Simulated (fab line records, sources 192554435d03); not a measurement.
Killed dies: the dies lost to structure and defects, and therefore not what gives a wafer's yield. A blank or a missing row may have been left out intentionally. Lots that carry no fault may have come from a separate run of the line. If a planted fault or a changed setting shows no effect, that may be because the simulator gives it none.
Split-lot study / flow n5 finfet / route with 1938 steps; 7 lots, 21 wafers read

## ON THE SPLIT
At N5_BEOL_M0_SAQP_EXPOSE_37 (exposes mask M0 CUT1, target cd 30 nm), the setting dose mj was moved away from the recipe's 44.75 on 8 of the 21 wafers read, by -6.3% to +6.3%. This setting was run at the recipe's value on the other wafers.

## FROM THE SPLIT TO THE READING: what the file shows between them, 2 steps
- N5_BEOL_M0_SAQP_PEB_38: peb time 60 s
- N5_BEOL_M0_SAQP_DEVELOP_39: develop time 30 s

## THE READING
cd nm, in nm, at N5_BEOL_M0_SAQP_CD_MEAS_40 (target cd 30 nm). On this fab line, fault-free wafers typically give 30.02 nm with a standard deviation of 0.27 nm.

wafer=L075.3; tool, chamber at the split=euv scanner-01, 0; dose mj as run=44.75; against the recipe=recipe; cd nm, nm=29.96; against lot-mates on the recipe=-
wafer=L075.4; tool, chamber at the split=euv scanner-01, 0; dose mj as run=46.53; against the recipe=+4.0%; cd nm, nm=30.71; against lot-mates on the recipe=+0.84
wafer=L075.5; tool, chamber at the split=euv scanner-01, 0; dose mj as run=44.75; against the recipe=recipe; cd nm, nm=29.78; against lot-mates on the recipe=-
wafer=L080.2; tool, chamber at the split=euv scanner-02, 0; dose mj as run=41.91; against the recipe=-6.3%; cd nm, nm=28.57; against lot-mates on the recipe=-1.58
wafer=L080.4; tool, chamber at the split=euv scanner-02, 0; dose mj as run=44.75; against the recipe=recipe; cd nm, nm=30.15; against lot-mates on the recipe=-
wafer=L080.5; tool, chamber at the split=euv scanner-02, 0; dose mj as run=41.91; against the recipe=-6.3%; cd nm, nm=28.49; against lot-mates on the recipe=-1.66
wafer=L082.1; tool, chamber at the split=euv scanner-02, 0; dose mj as run=47.45; against the recipe=+6.0%; cd nm, nm=31.26; against lot-mates on the recipe=+1.30
wafer=L082.3; tool, chamber at the split=euv scanner-02, 0; dose mj as run=44.75; against the recipe=recipe; cd nm, nm=29.78; against lot-mates on the recipe=-
wafer=L082.4; tool, chamber at the split=euv scanner-02, 0; dose mj as run=44.75; against the recipe=recipe; cd nm, nm=30.15; against lot-mates on the recipe=-
wafer=L086.4; tool, chamber at the split=euv scanner-02, 0; dose mj as run=44.75; against the recipe=recipe; cd nm, nm=30.27; against lot-mates on the recipe=-
wafer=L086.5; tool, chamber at the split=euv scanner-02, 0; dose mj as run=43.13; against the recipe=-3.6%; cd nm, nm=29.25; against lot-mates on the recipe=-0.81
wafer=L086.6; tool, chamber at the split=euv scanner-02, 0; dose mj as run=44.75; against the recipe=recipe; cd nm, nm=29.85; against lot-mates on the recipe=-
wafer=L092.2; tool, chamber at the split=euv scanner-02, 0; dose mj as run=44.75; against the recipe=recipe; cd nm, nm=30.00; against lot-mates on the recipe=-
wafer=L092.4; tool, chamber at the split=euv scanner-02, 0; dose mj as run=44.75; against the recipe=recipe; cd nm, nm=30.17; against lot-mates on the recipe=-
wafer=L092.5; tool, chamber at the split=euv scanner-02, 0; dose mj as run=44.75; against the recipe=recipe; cd nm, nm=30.11; against lot-mates on the recipe=-
wafer=L096.3; tool, chamber at the split=euv scanner-02, 0; dose mj as run=44.75; against the recipe=recipe; cd nm, nm=30.09; against lot-mates on the recipe=-
wafer=L096.4; tool, chamber at the split=euv scanner-02, 0; dose mj as run=47.58; against the recipe=+6.3%; cd nm, nm=31.63; against lot-mates on the recipe=+1.47
wafer=L096.5; tool, chamber at the split=euv scanner-02, 0; dose mj as run=44.75; against the recipe=recipe; cd nm, nm=30.23; against lot-mates on the recipe=-
wafer=L097.1; tool, chamber at the split=euv scanner-02, 0; dose mj as run=43.83; against the recipe=-2.1%; cd nm, nm=29.79; against lot-mates on the recipe=-0.63
wafer=L097.3; tool, chamber at the split=euv scanner-02, 0; dose mj as run=43.83; against the recipe=-2.1%; cd nm, nm=29.69; against lot-mates on the recipe=-0.73
wafer=L097.5; tool, chamber at the split=euv scanner-02, 0; dose mj as run=44.75; against the recipe=recipe; cd nm, nm=30.42; against lot-mates on the recipe=-

FIT RESULTS
A straight line over all 21 wafers: cd nm changes by +0.223 nm for each +1% of dose mj; r = +0.97; the points scatter about the line by 0.18 nm.
The same after taking each lot's own level away (the mean of its wafers on the recipe; 21 wafers): +0.24 nm for each +1%; r = +0.99; scatter 0.13 nm.
The reading moves by 1.5 nm for the largest change in dose mj, on that fit.
Measured against the standard deviation above, the lots' own levels, which go from 29.870 to 30.420 nm, span 2.0 times it.
Consequently the slope shifts little with the lot-to-lot level, the two slopes agreeing.
Check: -1.55 nm against its lot-mates is what the line predicts for one of the wafers moved furthest among these (-6.3%) when that wafer is left out of the fit. Against them it came out at -1.58 nm.

## THE WHOLE CHAIN: every reading that the file lists as answering this split, in the file's order
step=N5_BEOL_M0_SAQP_CD_MEAS_40; what it does=target cd 30 nm; reading=cd nm; change (the file's fit)=+0.234 nm for each +1% of the setting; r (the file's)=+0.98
step=N5_BEOL_M0_SAQP_DESCUM_45; what it does=chemistry O2, time 7 s; reading=BEOL_M0_SAQP.cd nm (the simulator's own value, which no gauge read); change (the file's fit)=+0.239 nm for each +1% of the setting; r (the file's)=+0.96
step=N5_BEOL_M0_SAQP_ETCH_73; what it does=etches SiARC in CF4, target depth 19.5 nm, time 32.5 s; reading=BEOL_M0_SAQP.cd nm (the simulator's own value, which no gauge read); change (the file's fit)=+0.263 nm for each +1% of the setting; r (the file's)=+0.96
step=N5_BEOL_M0_SAQP_ETCH_49; what it does=etches SiO2 in CF4/O2, target depth 37 nm; reading=BEOL_M0_SAQP.cd nm (the simulator's own value, which no gauge read); change (the file's fit)=+0.273 nm for each +1% of the setting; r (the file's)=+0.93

## THE FILE'S OWN FIT
cd nm changes by +0.234 nm for each +1% of dose mj, r = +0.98.
